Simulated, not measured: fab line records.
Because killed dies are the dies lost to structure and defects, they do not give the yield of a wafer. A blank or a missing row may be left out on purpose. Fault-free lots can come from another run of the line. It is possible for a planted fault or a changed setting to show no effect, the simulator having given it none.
fab line records | flow n5-finfet
[record] lots = 4 | wafers = 12 | last-day = 18
route steps=1938 shown BEOL_M1@767 BEOL_M4@1111 PASSIVATION@1936
lots that met no fault: from a run of the same line without faults
start-h: the number of hours between the record's first day and the start of the first shown wafer of the lot | wait-h: hours from the lot's prior step to this one | " unchanged from the row above | L1.1+2: several wafers, shown together as one row | - no value present, or no start provided | * or withheld: withheld | < > ~ a bound
route shown NAME@n: NAME is a module with steps in the file, n the number in the route of the first one | usual: the fault-free wafers' mean and standard deviation | same: alike in all rows | chamber/n: place in a boat | sites: the reading at each site | _std_site: standard deviation across them | _edge_site: the outer-site mean with the inner-site mean subtracted | radius-mm: for every site, how far away it sits from the centre of the wafer | mask NAME#n: copy n | behind: the last tool/chamber to shape the wafer | hold: why the lot was held/for how many hours/how that ended | device: transistor that didn't switch, given as n, p or np | end of line: the route-end tests of the same wafers | a step without rows: its recipe alone | killed: not the wafer's yield, but the dies lost to structure and defects at the first sort | map: the dies of a wafer, with x for killed, . for not killed, _ for no die there
set.NAME: the run value of the setting; set.NAME@STEP: its run value at that earlier step | model.NAME: the simulator's own value behind a step, which no gauge read
certain route steps with their lots: each step a table, each wafer a row
services: a tool's chamber out of use, with start hour (start-h, from the record's first day; less than 0 if before it), hours out, and reason
[[steps]]
[step N5_BEOL_M1_DESCUM_16]
[recipe] chemistry = O2 | time-s = 7 | source-power-w = 50 | bias-power-w = 20 | pressure-mtorr = 20 | rf-frequency-hz = 2.712e+07 | temp-c = 40 | resist = CAR-EUV | o2-flow-sccm = 225
[step N5_BEOL_M1_ETCH_74]
[recipe] chemistry = N2/H2 | target = underlayer | target-depth-a = 65 | mask-material = CAR-EUV | time-s = 5.2 | ion-energy-ev = 200 | pressure-mtorr = 30 | source-w = 840 | bias-w = 150 | n2-flow-sccm = 200 | h2-flow-sccm = 200 | ends = cleared
[step N5_BEOL_M1_ETCH_63]
[recipe] chemistry = CF4 | target = SiARC | target-depth-a = 156 | mask-material = CAR-EUV | time-s = 26 | ion-energy-ev = 80 | pressure-mtorr = 40 | source-w = 545 | bias-w = 36 | Ar_flow_sccm = 100 | cf4-flow-sccm = 100 | ends = cleared
[step N5_BEOL_M1_ETCH_64]
[recipe] chemistry = N2/H2 | target = SOC | target-depth-a = 750 | overetch-a = 150 | mask-material = SiARC | temp-c = 40 | time-s = 112.5 | ion-energy-ev = 200 | pressure-mtorr = 30 | source-w = 840 | bias-w = 150 | n2-flow-sccm = 200 | h2-flow-sccm = 200
[step N5_BEOL_M1_STRIP_65]
[recipe] chemistry = N2/H2 | temp-c = 40 | n2-flow-sccm = 200 | h2-flow-sccm = 200 | rf-frequency-hz = 6e+07
[step N5_BEOL_M1_STRIP_75]
[recipe] chemistry = N2/H2 | temp-c = 40 | n2-flow-sccm = 200 | h2-flow-sccm = 200 | rf-frequency-hz = 6e+07
[step N5_BEOL_M1_STRIP_66]
[recipe] chemistry = CF4 | resist = SiARC | power-w = 300 | bias-power-w = 75 | pressure-mtorr = 50 | cf4-flow-sccm = 150 | rf-frequency-hz = 6e+07
[step N5_BEOL_M1_HM_OPEN_17]
[recipe] chemistry = Cl2/BCl3 | target-depth-a = 200 | overetch-a = 60 | target = TiN | mask-material = SOC | ion-energy-ev = 150 | pressure-mtorr = 10 | icp-w = 1000 | bias-w = 126 | Cl2_flow_sccm = 53.25 | bcl3-flow-sccm = 21.75 | Ar_flow_sccm = 25
[step N5_BEOL_M1_STRIP_19]
[recipe] chemistry = O2 | power-w = 400 | temp-c = 40 | pressure-mtorr = 30 | rf-frequency-hz = 6e+07 | bias-power-w = 0 | overash-fraction = 0.2 | o2-flow-sccm = 225
[step N5_BEOL_M1_COAT_67]
[recipe] resist = SOC | temp-c = 250 | time-s = 60 | spin-rpm = 1500 | resist-thk-nm = 60
[step N5_BEOL_M1_COAT_68]
[recipe] resist = SiARC | temp-c = 220 | time-s = 60 | spin-rpm = 1500 | resist-thk-nm = 12
[usual] chill-plate-temp-C = 22.99/0.094 | dispense-pressure-kPa = 47.6/2.8 | spin-speed-rpm = 1500.1/0.92
lot.wafer | tool           | chamber | start-h | wait-h | chill-plate-temp-C | dispense-pressure-kPa | spin-speed-rpm | model.SiARC_of_BEOL_M1_COAT_68.thk-nm
L371.2    | litho-track-01 | 0       | 136.58  | -      | 22.97              | 47.7                  | 1499.2         | 12
L371.5    | "              | 0       | "       | "      | 22.95              | 47.6                  | 1501.7         | 12
L371.6    | "              | 0       | "       | "      | 22.95              | 47.6                  | 1499.5         | 12
L379.2    | litho-track-05 | 0       | 183.78  | -      | 23.03              | 49.7                  | 1498.5         | 12
L379.3    | "              | 0       | "       | "      | 23.22              | 49.7                  | 1499.8         | 12
L379.6    | "              | 0       | "       | "      | 23.07              | 49.7                  | 1500.4         | 12
L391.3    | litho-track-05 | 0       | 254.56  | -      | 23.08              | 49.7                  | 1386.9         | 12.6
L391.4    | "              | 0       | "       | "      | 23.00              | 49.7                  | 1387.4         | 12.4
L391.6    | "              | 0       | "       | "      | 23.09              | 49.7                  | 1387.3         | 12.6
L392.2    | litho-track-05 | 0       | 262.93  | -      | 23.01              | 49.7                  | 1386.9         | 12.4
L392.3    | "              | 0       | "       | "      | 23.01              | 49.7                  | 1387.0         | 12.6
L392.5    | "              | 0       | "       | "      | 22.99              | 49.7                  | 1386.4         | 12.4
[step N5_BEOL_M1_COAT_76]
[recipe] resist = underlayer | temp-c = 205 | time-s = 60 | spin-rpm = 1500 | resist-thk-nm = 5
[step N5_BEOL_M1_COAT_22]
[recipe] resist = CAR-EUV | spin-rpm = 1500 | resist-thk-nm = 30
[step N5_BEOL_M1_EBR_24]
[recipe] solvent = PGMEA | ebr-width-mm = 1.5
[step N5_BEOL_M1_SOFTBAKE_23]
[recipe] temp-c = 110 | time-s = 60 | resist = CAR-EUV
[step N5_BEOL_M1_EXPOSE_25]
[recipe] mask-id = V0 | na = 0.33 | source-shape = quasar | sigma-inner = 0.2 | sigma-outer = 0.8 | polarization = unpolarized | defocus-nm = 5 | target-cd-nm = 24 | dose-mj = 63
[step N5_BEOL_M1_PEB_26]
[recipe] peb-temp-c = 100 | peb-time-s = 60 | resist = CAR-EUV
[step N5_BEOL_M1_DEVELOP_27]
[recipe] develop-time-s = 30 | developer = TMAH | resist = CAR-EUV | rinse-liquid = surfactant-rinse | dry = air-spin | dev-temp-c = 23
[step N5_BEOL_M1_DESCUM_33]
[recipe] chemistry = O2 | time-s = 7 | source-power-w = 50 | bias-power-w = 20 | pressure-mtorr = 20 | rf-frequency-hz = 2.712e+07 | temp-c = 40 | resist = CAR-EUV | o2-flow-sccm = 225
[step N5_BEOL_M1_ETCH_77]
[recipe] chemistry = N2/H2 | target = underlayer | target-depth-a = 65 | mask-material = CAR-EUV | time-s = 5.2 | ion-energy-ev = 200 | pressure-mtorr = 30 | source-w = 840 | bias-w = 150 | n2-flow-sccm = 200 | h2-flow-sccm = 200 | ends = cleared
[step N5_BEOL_M1_ETCH_69]
[recipe] chemistry = CF4 | target = SiARC | target-depth-a = 156 | mask-material = CAR-EUV | time-s = 26 | ion-energy-ev = 80 | pressure-mtorr = 40 | source-w = 545 | bias-w = 36 | Ar_flow_sccm = 100 | cf4-flow-sccm = 100 | ends = cleared
[usual] drypump-motor-current-A = 5.7/0.34 | etch-rf-on-time-s = 25.9/0.37 | oes-product-au = 0.67/0.062 | rf-vpp-V = 183.8/1.2 | showerhead-plenum-p-Torr = 2.12/0.077 | throttle-valve-pct = 15.67/0.2
lot.wafer | tool        | chamber | start-h | wait-h | drypump-motor-current-A | etch-rf-on-time-s | oes-product-au | rf-hours-counter-h | rf-vpp-V | showerhead-plenum-p-Torr | throttle-valve-pct | model.etch.depth-nm | model.CAR-EUV_of_BEOL_M1_COAT_22.thk-nm
L371.2    | rie-diel-06 | 2       | 137.03  | 0.0    | 5.9                     | 25.8              | 0.64           | 150                | 184.1    | 2.06                     | 15.94              | 11.97               | 11
L371.5    | "           | 1       | "       | "      | 5.9                     | 25.4              | 0.67           | -                  | 182.6    | 2.00                     | 16.00              | 12.02               | 11.2
L371.6    | "           | 0       | "       | "      | 5.7                     | 26.3              | 0.71           | -                  | 185.4    | 2.25                     | 15.61              | 12                  | 11.2
L379.2    | rie-diel-02 | 1       | 184.39  | 0.0    | 6.3                     | 25.8              | 0.67           | 101                | 186.5    | 2.25                     | 15.93              | 12.01               | 11.2
L379.3    | "           | 3       | "       | "      | 5.5                     | 26.9              | 0.63           | 160                | 184.8    | 2.14                     | 15.73              | 12.06               | 11.2
L379.6    | "           | 0       | "       | "      | 5.4                     | 26.3              | 0.60           | -                  | 185.2    | 2.19                     | 15.69              | 12.07               | 11.2
L391.3    | rie-diel-05 | 3       | 255.14  | 0.0    | 5.5                     | 26.6              | 0.77           | 37                 | 183.8    | 2.10                     | 15.41              | 12.52               | 10.8
L391.4    | "           | 2       | "       | "      | 6.0                     | 26.6              | 0.61           | 226                | 184.2    | 2.20                     | 15.52              | 12.47               | 10.8
L391.6    | "           | 2       | "       | "      | 6.0                     | 26.9              | 0.60           | -                  | 185.5    | 2.20                     | 15.53              | 12.55               | 10.8
L392.2    | rie-diel-02 | 1       | 263.51  | 0.0    | 6.3                     | 26.5              | 0.66           | 124                | 184.9    | 2.24                     | 15.97              | 12.47               | 10.8
L392.3    | "           | 2       | "       | "      | 5.5                     | 26.7              | 0.65           | 138                | 182.7    | 2.06                     | 15.54              | 12.52               | 10.6
L392.5    | "           | 1       | "       | "      | 6.3                     | 26.6              | 0.66           | -                  | 185.4    | 2.24                     | 15.96              | 12.45               | 10.8
[step N5_BEOL_M1_ALD_98]
[recipe] material = SiO2 | target-thk-a = 25 | temp-c = 100 | ald-precursor-family = BDEAS | ald-co-reactant = O2-plasma | pulse-time-s = 1 | co-reactant-pulse-time-s = 1 | purge-time-s = 2 | co-reactant-purge-time-s = 2 | ald-cycles = 17 | pressure-torr = 2
[step N5_BEOL_M1_ETCHBACK_99]
[recipe] chemistry = CHF3 | target = SiO2 | target-depth-a = 50 | time-s = 10.4 | source-w = 215 | bias-w = 47 | Ar_flow_sccm = 200 | CHF3_flow_sccm = 12 | ion-energy-ev = 100 | pressure-mtorr = 30
[usual] CHF3_flow_sccm = 12.00/0.038 | drypump-motor-current-A = 5.7/0.36 | oes-product-au = 0.80/0.091 | rf-vpp-V = 240.1/2.2 | showerhead-plenum-p-Torr = 2.15/0.076 | throttle-valve-pct = 17.07/0.21
lot.wafer | tool        | chamber | start-h | wait-h | CHF3_flow_sccm | drypump-motor-current-A | oes-product-au | rf-hours-counter-h | rf-vpp-V | showerhead-plenum-p-Torr | throttle-valve-pct | model.CAR-EUV_of_BEOL_M1_COAT_22.thk-nm
L371.2    | rie-diel-06 | 2       | 152.70  | 15.5   | 11.96          | 5.9                     | 0.73           | 154                | 237.0    | 2.06                     | 17.38              | 10.4
L371.5    | "           | 1       | "       | "      | 12.07          | 5.9                     | 0.77           | -                  | 242.4    | 1.99                     | 17.43              | 10.6
L371.6    | "           | 2       | "       | "      | 11.96          | 5.9                     | 0.73           | -                  | 237.2    | 2.07                     | 17.38              | 10.4
L379.2    | rie-diel-05 | 2       | 191.94  | 7.0    | 12.06          | 6.0                     | 0.72           | 206                | 240.4    | 2.22                     | 16.91              | 10.4
L379.3    | "           | 0       | "       | "      | 11.99          | 6.2                     | 0.73           | 164                | 242.8    | 2.16                     | 17.10              | 10.4
L379.6    | "           | 1       | "       | "      | 12.05          | 5.2                     | 0.89           | -                  | 235.7    | 2.11                     | 16.99              | 10.4
L391.3    | rie-diel-02 | 2       | 256.21  | 0.8    | 11.97          | 5.5                     | 0.75           | 136                | 238.8    | 2.07                     | 17.01              | 10
L391.4    | "           | 0       | "       | "      | 11.94          | 5.4                     | 0.98           | 1                  | 240.9    | 2.20                     | 16.69              | 10
L391.6    | "           | 0       | "       | "      | 12.02          | 5.4                     | 0.97           | -                  | 239.7    | 2.20                     | 16.69              | 10
L392.2    | rie-diel-06 | 3       | 282.92  | 19.3   | 12.01          | 5.3                     | 0.91           | 30                 | 243.9    | 2.29                     | 16.67              | 10
L392.3    | "           | 2       | "       | "      | 12.04          | 5.9                     | 0.70           | 194                | 238.3    | 2.05                     | 17.47              | 10
L392.5    | "           | 0       | "       | "      | 12.00          | 5.8                     | 0.78           | -                  | 239.2    | 2.25                     | 17.17              | 10
[step N5_BEOL_M1_ETCH_70]
[recipe] chemistry = N2/H2 | target = SOC | target-depth-a = 800 | overetch-a = 160 | mask-material = SiARC | temp-c = 40 | time-s = 120 | ion-energy-ev = 200 | pressure-mtorr = 30 | source-w = 840 | bias-w = 150 | n2-flow-sccm = 200 | h2-flow-sccm = 200
[usual] drypump-motor-current-A = 5.7/0.36 | oes-product-au = 0.61/0.066 | rf-vpp-V = 523.7/2.8 | showerhead-plenum-p-Torr = 2.54/0.092 | throttle-valve-pct = 17.80/0.24
lot.wafer | tool        | chamber | start-h | wait-h | drypump-motor-current-A | oes-product-au | rf-hours-counter-h | rf-vpp-V | showerhead-plenum-p-Torr | throttle-valve-pct | model.SiARC_of_BEOL_M1_COAT_68.thk-nm
L371.2    | rie-diel-06 | 2       | 152.75  | 0.0    | 5.9                     | 0.56           | 154                | 520.8    | 2.44                     | 18.19              | 6.4
L371.5    | "           | 1       | "       | "      | 5.9                     | 0.59           | -                  | 518.7    | 2.35                     | 18.15              | 6.2
L371.6    | "           | 2       | "       | "      | 5.8                     | 0.57           | -                  | 522.4    | 2.44                     | 18.18              | 6.4
L379.2    | rie-diel-05 | 2       | 191.97  | 0.0    | 6.1                     | 0.54           | 206                | 526.4    | 2.62                     | 17.54              | 6.4
L379.3    | "           | 0       | "       | "      | 6.1                     | 0.56           | 164                | 523.9    | 2.53                     | 17.83              | 6.4
L379.6    | "           | 1       | "       | "      | 5.2                     | 0.68           | -                  | 522.0    | 2.49                     | 17.71              | 6.4
L391.3    | rie-diel-02 | 2       | 256.24  | 0.0    | 5.5                     | 0.58           | 136                | 519.5    | 2.44                     | 17.65              | 6.8
L391.4    | "           | 0       | "       | "      | 5.4                     | 0.74           | 1                  | 524.9    | 2.60                     | 17.44              | 6.8
L391.6    | "           | 0       | "       | "      | 5.4                     | 0.75           | -                  | 525.9    | 2.60                     | 17.43              | 6.8
L392.2    | rie-diel-06 | 3       | 282.95  | 0.0    | 5.3                     | 0.70           | 30                 | 528.2    | 2.69                     | 17.36              | 6.8
L392.3    | "           | 2       | "       | "      | 6.0                     | 0.54           | 194                | 520.4    | 2.42                     | 18.24              | 7
L392.5    | "           | 0       | "       | "      | 5.7                     | 0.60           | -                  | 526.9    | 2.66                     | 17.99              | 6.8
[step N5_BEOL_M1_STRIP_71]
[recipe] chemistry = N2/H2 | temp-c = 40 | n2-flow-sccm = 200 | h2-flow-sccm = 200 | rf-frequency-hz = 6e+07
[step N5_BEOL_M4_RC_MEAS_101]
[usual] DIBL_N = 36.3/1.6 | DIBL_P = 36.5/1.6 | IOFF_N = 0.163/0.026 | IOFF_P = 0.22/0.033 | ION_N = 676/9.9 | ION_P = 464/6.5 | SS_N = 71.5/0.5 | SS_P = 73.3/0.64 | VT_N = 249.3/2.9 | VT_P = -250/3.2
lot.wafer | tool      | chamber | start-h | wait-h | DIBL_N[mV/V] | DIBL_P[mV/V] | IOFF_N[nA/um] | IOFF_P[nA/um] | ION_N[uA/um] | ION_P[uA/um] | SS_N[mV/dec] | SS_P[mV/dec] | VT_N[mV] | VT_P[mV]
L371.2    | prober-02 | 0       | 200.44  | 0.2    | 34.2         | 33.1         | 0.127         | 0.19          | 683          | 473          | 71.0         | 71.7         | 253.9    | -250
L371.5    | "         | 0       | "       | "      | 34.9         | 33.7         | 0.131         | 0.19          | 670          | 465          | 71.6         | 72.7         | 251.2    | -252
L371.6    | "         | 0       | "       | "      | 37.0         | 36.4         | 0.165         | 0.24          | 678          | 459          | 71.3         | 74.3         | 250.7    | -249
L379.2    | prober-02 | 0       | 254.54  | 0.2    | 35.6         | 35.8         | 0.148         | 0.21          | 676          | 454          | 72.2         | 73.1         | 248.0    | -250
L379.3    | "         | 0       | "       | "      | 35.1         | 35.2         | 0.147         | 0.20          | 685          | 475          | 71.0         | 73.3         | 250.1    | -250
L379.6    | "         | 0       | "       | "      | 37.0         | 37.3         | 0.172         | 0.23          | 678          | 465          | 71.0         | 73.6         | 248.6    | -249
L391.3    | prober-01 | 0       | 316.60  | 0.3    | 34.6         | 35.1         | 0.143         | 0.20          | 673          | 466          | 71.2         | 73.8         | 250.6    | -251
L391.4    | "         | 0       | "       | "      | 35.5         | 36.2         | 0.160         | 0.22          | 671          | 470          | 71.4         | 73.5         | 250.8    | -247
L391.6    | "         | 0       | "       | "      | 35.7         | 36.6         | 0.165         | 0.22          | 684          | 473          | 71.3         | 73.8         | 248.6    | -250
L392.2    | prober-01 | 0       | 320.63  | 0.2    | 36.4         | 35.6         | 0.161         | 0.23          | 686          | 466          | 72.0         | 73.8         | 247.9    | -248
L392.3    | "         | 0       | "       | "      | 36.5         | 35.7         | 0.180         | 0.24          | 687          | 467          | 71.3         | 73.3         | 248.0    | -247
L392.5    | "         | 0       | "       | "      | 37.7         | 36.8         | 0.195         | 0.25          | 691          | 467          | 72.5         | 74.8         | 244.9    | -246
[step N5_PASSIVATION_PROBE_49]
[usual] defect-limited-yield = 91.2/1.5 | killed_at_M0_to_M3 = 32/9.6 | killed_at_M4_up = 13/5.3 | killed-at-contacts = 13/6.7 | killed-at-front-end = 42/11 | killed-at-other = 3.8/2.9 | killed-dies = 103/17 | killed-open = 67/13 | killed-short = 35/7.9 | sort_bin_5_function = 5.2/0.94 | sort_bin_6_memory = 3.3/0.64 | sort-n-pass = 1077/17 | sort-yield-pct = 91.2/1.5
[same] gross-dies = 1180 | killed-at-back-side = 0 | sort_bin_4_leakage[%] = 0 | sort_bin_8_speed[%] = 0
lot.wafer | tool      | chamber | start-h | wait-h | defect-limited-yield[%] | killed_at_M0_to_M3 | killed_at_M4_up | killed-at-contacts | killed-at-front-end | killed-at-other | killed-dies | killed-open | killed-short | sort_bin_5_function[%] | sort_bin_6_memory[%] | sort-n-pass | sort-yield-pct[%]
L371.2    | prober-02 | -       | 309.01  | 0.1    | 92.7                    | 31                 | 20              | 9                  | 24                  | 2               | 86          | 54          | 31           | 4.5                    | 2.5                  | 1094        | 92.7
L371.5    | prober-02 | -       | 309.16  | 0.2    | 92.1                    | 26                 | 13              | 4                  | 47                  | 3               | 93          | 56          | 29           | 5.2                    | 1.8                  | 1087        | 92.1
L371.6    | prober-02 | -       | 309.21  | 0.3    | 92.4                    | 17                 | 21              | 11                 | 40                  | 1               | 90          | 64          | 25           | 4.7                    | 2.9                  | 1090        | 92.4
L379.2    | prober-02 | -       | 358.30  | 0.1    | 90.8                    | 33                 | 13              | 10                 | 47                  | 6               | 109         | 76          | 32           | 5.1                    | 3.7                  | 1071        | 90.8
L379.3    | prober-02 | -       | 358.35  | 0.1    | 89.2                    | 38                 | 13              | 18                 | 51                  | 7               | 127         | 87          | 39           | 6.2                    | 4.0                  | 1053        | 89.2
L379.6    | prober-02 | -       | 358.50  | 0.3    | 92.9                    | 32                 | 4               | 8                  | 36                  | 4               | 84          | 52          | 31           | 4.1                    | 2.9                  | 1096        | 92.9
L391.3    | prober-02 | -       | 432.71  | 0.1    | 92.4                    | 18                 | 12              | 12                 | 44                  | 4               | 90          | 58          | 31           | 3.9                    | 3.6                  | 1090        | 92.4
L391.4    | prober-02 | -       | 432.76  | 0.2    | 90.6                    | 50                 | 7               | 16                 | 31                  | 7               | 111         | 69          | 39           | 5.5                    | 3.0                  | 1069        | 90.6
L391.6    | prober-02 | -       | 432.86  | 0.3    | 93.1                    | 28                 | 8               | 10                 | 32                  | 4               | 82          | 50          | 29           | 4.1                    | 2.9                  | 1098        | 93.1
L392.2    | prober-02 | -       | 437.58  | 0.1    | 91.2                    | 21                 | 12              | 23                 | 44                  | 4               | 104         | 69          | 34           | 5.4                    | 3.0                  | 1076        | 91.2
L392.3    | prober-02 | -       | 437.63  | 0.1    | 90.0                    | 26                 | 11              | 19                 | 57                  | 5               | 118         | 74          | 41           | 6.2                    | 3.4                  | 1062        | 90.0
L392.5    | prober-02 | -       | 437.73  | 0.2    | 91.4                    | 30                 | 10              | 17                 | 43                  | 1               | 101         | 63          | 38           | 4.9                    | 3.2                  | 1079        | 91.4
// killed by level:class
L371.2 MOL_CONTACT_COAG:geometric-particle:open=7 BEOL_M0_SAQP:geometric-particle:short=7 BEOL_M4:geometric-particle:open=7 BEOL_M2:geometric-particle:open=6 GATE_CUT:geometric-particle:short=6 FIN_SAQP:geometric-particle:open=5 BEOL_M0_SAQP:geometric-particle:open=5 STI_FIN_REVEAL:geometric-particle:open=4
L371.5 STI_FIN_REVEAL:geometric-particle:open=12 BEOL_M4:geometric-particle:open=10 FIN_SAQP:geometric-particle:open=8 HKMG_FIN:area-etch=8 BEOL_M1:geometric-particle:open=6 FIN_SAQP:geometric-particle:short=5 STARTING-WAFER:geometric-particle:short=4 STI_FIN_REVEAL:geometric-particle:short=3
L371.6 STI_FIN_REVEAL:geometric-particle:open=14 MOL_CONTACT_COAG:geometric-particle:open=9 BEOL_M4:geometric-particle:open=8 FIN_SAQP:geometric-particle:open=5 BEOL_M0:geometric-particle:open=5 STARTING-WAFER:geometric-particle:short=5 STI_FIN_REVEAL:geometric-particle:short=3 DUMMY_GATE:geometric-particle:open=3
L379.2 BEOL_M0_SAQP:geometric-particle:open=10 STI_FIN_REVEAL:geometric-particle:open=9 ILD0:geometric-particle:open=8 BEOL_M3:geometric-particle:open=7 MOL_CONTACT_COAG:geometric-particle:open=6 ILD0:geometric-particle:short=5 GATE_CUT:geometric-particle:short=5 BEOL_M1:geometric-particle:open=5
L379.3 MOL_CONTACT_COAG:geometric-particle:open=16 STI_FIN_REVEAL:geometric-particle:open=13 BEOL_M0_SAQP:geometric-particle:short=10 BEOL_M0_SAQP:geometric-particle:open=10 FIN_SAQP:geometric-particle:open=8 BEOL_M3:geometric-particle:open=8 GATE_CUT:geometric-particle:short=7 FIN_SAQP:geometric-particle:short=6
L379.6 STI_FIN_REVEAL:geometric-particle:open=9 BEOL_M0_SAQP:geometric-particle:open=9 BEOL_M0_SAQP:geometric-particle:short=7 BEOL_M1:geometric-particle:open=6 ILD0:geometric-particle:open=5 GATE_CUT:geometric-particle:short=5 MOL_CONTACT_COAG:geometric-particle:open=5 FIN_SAQP:geometric-particle:short=4
L391.3 STI_FIN_REVEAL:geometric-particle:open=13 GATE_CUT:geometric-particle:open=6 MOL_CONTACT_COAG:geometric-particle:open=6 MOL_CONTACT_COAG:geometric-particle:short=6 BEOL_M4:geometric-particle:open=6 BEOL_M0_SAQP:geometric-particle:short=6 FIN_SAQP:geometric-particle:open=5 STARTING-WAFER:geometric-particle:open=5
L391.4 MOL_CONTACT_COAG:geometric-particle:open=10 BEOL_M3:geometric-particle:open=10 BEOL_M2:geometric-particle:open=9 BEOL_M1:geometric-particle:open=9 BEOL_M0_SAQP:geometric-particle:short=8 BEOL_M1:geometric-particle:short=8 FIN_SAQP:geometric-particle:open=7 STI_FIN_REVEAL:geometric-particle:open=5
L391.6 MOL_CONTACT_COAG:geometric-particle:open=9 BEOL_M2:geometric-particle:open=9 BEOL_M0_SAQP:geometric-particle:short=7 BEOL_M0_SAQP:geometric-particle:open=6 FIN_SAQP:geometric-particle:short=5 GATE_CUT:geometric-particle:short=5 FIN_SAQP:geometric-particle:open=4 STI_FIN_REVEAL:geometric-particle:open=4
L392.2 MOL_CONTACT_COAG:geometric-particle:open=18 STI_FIN_REVEAL:geometric-particle:open=13 FIN_SAQP:geometric-particle:short=8 FIN_SAQP:geometric-particle:open=7 MOL_CONTACT_COAG:geometric-particle:short=5 BEOL_M0_SAQP:geometric-particle:short=5 BEOL_M1:geometric-particle:open=5 BEOL_M0_SAQP:geometric-particle:open=4
L392.3 STI_FIN_REVEAL:geometric-particle:open=16 MOL_CONTACT_COAG:geometric-particle:open=13 FIN_SAQP:geometric-particle:open=9 STI_FIN_REVEAL:geometric-particle:short=9 BEOL_M0_SAQP:geometric-particle:open=7 BEOL_M1:geometric-particle:open=7 MOL_CONTACT_COAG:geometric-particle:short=6 FIN_SAQP:geometric-particle:short=5
L392.5 FIN_SAQP:geometric-particle:short=13 MOL_CONTACT_COAG:geometric-particle:open=11 FIN_SAQP:geometric-particle:open=9 STI_FIN_REVEAL:geometric-particle:open=9 MOL_CONTACT_COAG:geometric-particle:short=6 BEOL_M0_SAQP:geometric-particle:short=6 BEOL_M0_SAQP:geometric-particle:open=6 BEOL_M1:geometric-particle:open=6
[[services]]
tool           | chamber | start-h | hours | kind
rie-diel-06    | 0       | 151.75  | 8.8   | repair
rie-diel-06    | 3       | 160.69  | -     | clean
rie-diel-06    | 3       | 160.69  | -     | consumable-replace:focus-ring
rie-diel-06    | 3       | 160.69  | -     | consumable-replace:showerhead
rie-diel-06    | 3       | 160.69  | 18.1  | scheduled-down
rie-diel-06    | 3       | 160.69  | 18.1  | vent-cycle
litho-track-01 | -       | 179.45  | -     | consumable-replace:filter
rie-diel-06    | 1       | 185.66  | 1.9   | repair
rie-diel-02    | 2       | 186.31  | 1.2   | repair
rie-diel-02    | -       | 211.42  | 0.1   | repair
rie-diel-02    | 0       | 219.73  | -     | clean
rie-diel-02    | 0       | 219.73  | -     | consumable-replace:focus-ring
rie-diel-02    | 0       | 219.73  | 32.4  | scheduled-down
rie-diel-02    | 0       | 219.73  | 32.4  | vent-cycle
rie-diel-02    | 1       | 234.79  | 10.1  | repair
[[key]]
[first-sign] step = N5_BEOL_M1_COAT_68 | reading = spin-speed-rpm | direction = down | sigmas = 99+ | usual = * | struck = *
effect none on later readings
[model-effect] step = N5_BEOL_M1_COAT_68 | value = SiARC_of_BEOL_M1_COAT_68.thk-nm | without = 12 | struck = 12.5
[model-effect] step = N5_BEOL_M1_ETCH_69 | value = etch.depth-nm | without = 12.02 | struck = 12.5
[model-effect] step = N5_BEOL_M1_ETCHBACK_99 | value = CAR-EUV_of_BEOL_M1_COAT_22.thk-nm | without = 10.4 | struck = 10
[model-effect] step = N5_BEOL_M1_ETCH_70 | value = SiARC_of_BEOL_M1_COAT_68.thk-nm | without = 6.333 | struck = 6.833
met-at N5_BEOL_M1_COAT_68
struck-wafers L391.3,L391.4,L391.6,L392.2,L392.3,L392.5
onset-between 183.78 254.56
[fault] kind = process-parameter-drift | tool = litho-track-05 | chamber = - | onset-h = 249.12 | steps = N5_BEOL_M1_COAT_68 | channel = spin-rpm | offset = * | shape = step | end-h = 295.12 | acts-in = * | stated = *
